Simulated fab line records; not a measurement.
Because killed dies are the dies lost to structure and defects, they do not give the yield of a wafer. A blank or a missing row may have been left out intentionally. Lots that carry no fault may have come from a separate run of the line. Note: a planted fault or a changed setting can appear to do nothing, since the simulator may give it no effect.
Which tool did it? / flow n5_finfet / Sampling: 12 lots, 36 wafers, 2 of 1938 route steps

## WHAT THE GAUGES SHOWED, per wafer
N5_BEOL_M14_RS_MEAS_54: a four-point-probe measurement.
lot=L075; measured=day 11 14:04; on=film_metro-01; M14_RS (ohm/sq)=0.0338 0.0342 0.0331
lot=L078; measured=day 11 14:17; on=film_metro-01; M14_RS (ohm/sq)=0.0332 0.0333 0.0334
lot=L079; measured=day 12 05:54; on=film_metro-01; M14_RS (ohm/sq)=0.0331 0.0336 0.0327
lot=L082; measured=day 12 20:08; on=film_metro-02; M14_RS (ohm/sq)=0.0334 0.0334 0.0342
lot=L083; measured=day 13 03:52; on=film_metro-01; M14_RS (ohm/sq)=0.0341 0.0335 0.0335
lot=L084; measured=day 13 22:33; on=film_metro-01; M14_RS (ohm/sq)=0.0338 0.0329 0.0328
lot=L086; measured=day 14 17:50; on=film_metro-01; M14_RS (ohm/sq)=0.0326 0.0327 0.0328
lot=L090; measured=day 14 19:20; on=film_metro-02; M14_RS (ohm/sq)=0.0341 0.0338 0.0336
lot=L091; measured=day 15 10:58; on=film_metro-02; M14_RS (ohm/sq)=0.0338 0.0335 0.0345
lot=L094; measured=day 15 21:20; on=film_metro-01; M14_RS (ohm/sq)=0.0336 0.0337 0.0335
lot=L095; measured=day 16 10:17; on=film_metro-01; M14_RS (ohm/sq)=0.0340 0.0340 0.0341
lot=L097; measured=day 17 03:19; on=film_metro-02; M14_RS (ohm/sq)=0.0341 0.0338 0.0340

## WHAT TOOL EACH LOT RAN ON (gives the tool, then ch and the chambers of the sampled wafers, and finally the start)
lot=L075; N5_BEOL_M14_DESCUM_33=rie_diel-01 ch 0,1,2, day 11 09:22
lot=L078; N5_BEOL_M14_DESCUM_33=rie_diel-01 ch 0,3, day 11 11:22
lot=L079; N5_BEOL_M14_DESCUM_33=rie_diel-01 ch 0,2,3, day 12 03:32
lot=L082; N5_BEOL_M14_DESCUM_33=rie_diel-05 ch 0,1,2, day 12 14:58
lot=L083; N5_BEOL_M14_DESCUM_33=rie_diel-01 ch 1,2, day 13 00:33
lot=L084; N5_BEOL_M14_DESCUM_33=rie_diel-04 ch 0,2,3, day 13 20:08
lot=L086; N5_BEOL_M14_DESCUM_33=rie_diel-04 ch 0,1,2, day 14 13:08
lot=L090; N5_BEOL_M14_DESCUM_33=rie_diel-05 ch 0,1,3, day 14 15:08
lot=L091; N5_BEOL_M14_DESCUM_33=rie_diel-05 ch 0,2,3, day 15 06:36
lot=L094; N5_BEOL_M14_DESCUM_33=rie_diel-05 ch 1,2, day 15 18:13
lot=L095; N5_BEOL_M14_DESCUM_33=rie_diel-05 ch 1,2,3, day 16 03:57
lot=L097; N5_BEOL_M14_DESCUM_33=rie_diel-05 ch 1,2, day 17 01:02
- N5_BEOL_M14_DESCUM_33: chemistry O2, time 7.9 s.

## THE ANSWER, worked out from the rows above alone
Rule: the lots themselves supply what counts as usual. The widest of any qualifying gaps counts: lots, ordered by their means at a reading, are off when they make up no more than a third of the lots, leave a main group of 4 or more, and stand apart from it by 3 or more times the standard deviation of that group's means. Not used: any main group whose means are identical at the precision the tables above print for the reading. A lot without any number at a reading at which 4 lots or more have one is off too. All remaining lots with rows at the step are treated as sound.
No lot is off at any reading shown: from this, nothing can be told.

## WHAT WAS PUT IN BY THE SIMULATOR
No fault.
